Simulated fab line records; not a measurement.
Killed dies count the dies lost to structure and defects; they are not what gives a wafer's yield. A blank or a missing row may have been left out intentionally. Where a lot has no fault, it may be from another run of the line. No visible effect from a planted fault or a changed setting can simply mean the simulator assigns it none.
Which tool did it? + flow nand harc + 13 lots, 39 wafers sampled, at 1 step of a route of 1302

## WHAT THE GAUGES READ, wafer by wafer
NHARC_A_CHANNEL_HOLE_D1_CD_MEAS_30. Usual: 89.7 nm for cd nm, sd 1.8.
| lot  | measured     | on        | cd nm (nm)     | flag |
|------|--------------|-----------|----------------|------|
| L834 | day 8 11:13  | cd sem-03 | 88.8 90.1 89.7 |      |
| L835 | day 8 23:53  | cd sem-03 | 90.0 86.5 89.8 |      |
| L836 | day 9 16:05  | cd sem-02 | 91.3 91.4 89.1 |      |
| L837 | day 9 21:43  | cd sem-01 | 91.3 90.3 88.5 |      |
| L839 | day 10 22:05 | cd sem-02 | 88.0 92.9 93.1 |      |
| L840 | day 11 13:11 | cd sem-03 | 86.3 89.7 87.2 |      |
| L846 | day 13 17:18 | cd sem-03 | 90.3 89.7 91.7 |      |
| L848 | day 14 19:32 | cd sem-03 | 90.7 92.2 89.7 |      |
| L851 | day 15 16:27 | cd sem-03 | 92.5 91.0 88.6 |      |
| L850 | day 15 16:35 | cd sem-03 | 89.9 87.9 89.0 |      |
| L855 | day 17 22:54 | cd sem-02 | 91.3 89.4 93.3 |      |
| L856 | day 18 06:16 | cd sem-02 | 92.6 91.2 91.7 |      |
| L857 | day 18 12:48 | cd sem-03 | 90.7 92.7 91.1 |      |

## WHICH TOOL RAN EACH LOT (tool, then ch and the chambers of the sampled wafers, then the start)
The record shows no process step preceding these readings.

## AS READ BY THE TOOLS THEMSELVES (means over the sampled wafers that have a number; for cases with no such wafer, the mark the record gives instead)
The record holds no such reading with a usual standard deviation.

## THE ANSWER, worked out from the rows above alone
Rule: lot off if the mean of its wafers having a number is beyond 3 standard deviations from the usual mean. A lot without any number at a reading at which 4 lots or more have one is off too. The other lots that the step has rows for count as sound. Order of review: gauges by route order, followed by the tools' own readings, for which a lot's mean as printed above is used. At the first step where some lot is off, the reading lying furthest off is the one used; lots without a number count as furthest.
None of the lots is off at any reading shown; this tells nothing.

## WHAT THE SIMULATOR PUT IN
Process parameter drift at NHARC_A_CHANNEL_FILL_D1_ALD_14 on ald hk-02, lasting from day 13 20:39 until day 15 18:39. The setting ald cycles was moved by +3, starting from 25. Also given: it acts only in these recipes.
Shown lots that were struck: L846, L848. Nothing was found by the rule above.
